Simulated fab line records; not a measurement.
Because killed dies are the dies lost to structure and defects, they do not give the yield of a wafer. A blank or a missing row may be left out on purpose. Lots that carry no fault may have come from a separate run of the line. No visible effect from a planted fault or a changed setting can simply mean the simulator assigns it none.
Struck lot and sound lot, side by side    flow nand-harc    15 steps out of a route of 1159
Sound: wafers L847.1, L847.5, L847.6. Struck: wafer L869.4. (L869.2, L869.6 of the same lot were not struck and are left out.) The cause comes at the end.
Order at every step that has rows: each side's tool, ch and its chambers, its first start. Under that, the readings that differ: sound wafers    struck wafers    difference of the means    sigmas: that difference in standard deviations of wafers without a fault.
alike: readings with means less than 2 such deviations apart, plus words and numbers identical on both sides. not compared: withheld readings, readings lacking a value on some wafer, bounds such as >300 that could conceal the same value, and numbers that have no deviation in the record and whose values overlap.
Wherever a step has rows on one side only, a row that says differs or no value, or a row with sigmas, the two part there. Numbers that have no deviation but don't overlap get no sigmas and don't part them. A reading that every wafer of one side lacks parts them only if that side has two wafers or more.

first, 7 steps without rows for these wafers: NHARC_P_M1_COAT_34 (time 65 s); NHARC_P_M1_COAT_03 (resist thk 90 nm); NHARC_P_M1_SOFTBAKE_04 (time 55 s); NHARC_P_M1_EBR_05; NHARC_P_M1_EXPOSE_06 (exposes mask P M1, target cd 130 nm); NHARC_P_M1_PEB_07 (peb time 65 s); NHARC_P_M1_DEVELOP_08 (develop time 35 s).
NHARC_P_M1_CD_MEAS_09 targets a cd of 130 nm.
  sound on cd-sem-03 ch 0, day 6 00:08; struck on cd-sem-03 ch 0, day 11 08:34
reading     sound              struck  difference  sigmas
cd-nm (nm)  130.6 129.5 129.9  128.2   -1.8        -2
NHARC_P_M1_OVL_MEAS_10: pitch 260 nm.
  sound on overlay-02, day 6 00:13; struck on overlay-01, day 11 08:38
reading            sound         struck  difference  sigmas
overlay-y-nm (nm)  -0.1 0.7 0.5  -1.7    -2.1        -2
  alike: overlay-x-nm
NHARC_P_M1_INSPECT_11:
  sound on defect-inspect-01, day 6 00:16; struck on defect-inspect-02, day 11 08:41
  alike: raw-defect-count
NHARC_P_M1_DESCUM_14: chemistry O2, time 3 s.
  sound on rie-diel-13 ch 0,1, day 6 00:20; struck on rie-diel-13 ch 0, day 11 08:46
reading       sound           struck  difference  sigmas
rf-vpp-V (V)  57.5 58.9 58.8  56.2    -2.2        -3
  alike: drypump-motor-current-A, oes-product-au, showerhead-plenum-p-Torr, throttle-valve-pct
  not compared: rf-hours-counter-h
NHARC_P_M1_ETCH_35: etches the open film in N2/H2, target depth 40 nm, overetch 12 nm, time 43.94 s.
  sound on rie-diel-13 ch 2,3, day 6 00:25; struck on rie-diel-13 ch 0, day 11 08:50
reading                          sound              struck  difference  sigmas
rf-vpp-V (V)                     434.2 431.6 434.7  426.3   -7.2        -3
showerhead-plenum-p-Torr (Torr)  2.16 2.08 2.16     1.91    -0.22       -3
  alike: drypump-motor-current-A, h2-flow-sccm, oes-product-au, throttle-valve-pct
  not compared: rf-hours-counter-h
NHARC_P_M1_ETCH_15: etches the open film in C4F8/Ar, target depth 182.5 nm, time 91.2 s.
  sound on rie-diel-13 ch 0,1, day 6 00:31; struck on rie-diel-13 ch 1, day 11 08:55
reading                sound              struck  difference  sigmas
oes-product-au (a.u.)  0.952 0.953 0.973  0.858   -0.101      -5
  alike: rf-vpp-V
  not compared: rf-hours-counter-h
NHARC_P_M1_CD_MEAS_16:
  sound on cd-sem-02, day 6 00:38; struck on cd-sem-03, day 11 09:03
  alike: cd-nm
-- record jumps: 14 days between struck wafers' starts before vs after; left off in module P_M1, resumes in module END, first step shown is number 1159 of the route --
NHARC_END_SORT_01:
  the record has rows for the struck wafers here (prober-01 ch 0, day 25 04:22) and none for the sound ones

WHERE THEY PART
Earliest at NHARC_P_M1_CD_MEAS_09; latest, in this record, at NHARC_END_SORT_01.

WHY: the cause the simulator had injected
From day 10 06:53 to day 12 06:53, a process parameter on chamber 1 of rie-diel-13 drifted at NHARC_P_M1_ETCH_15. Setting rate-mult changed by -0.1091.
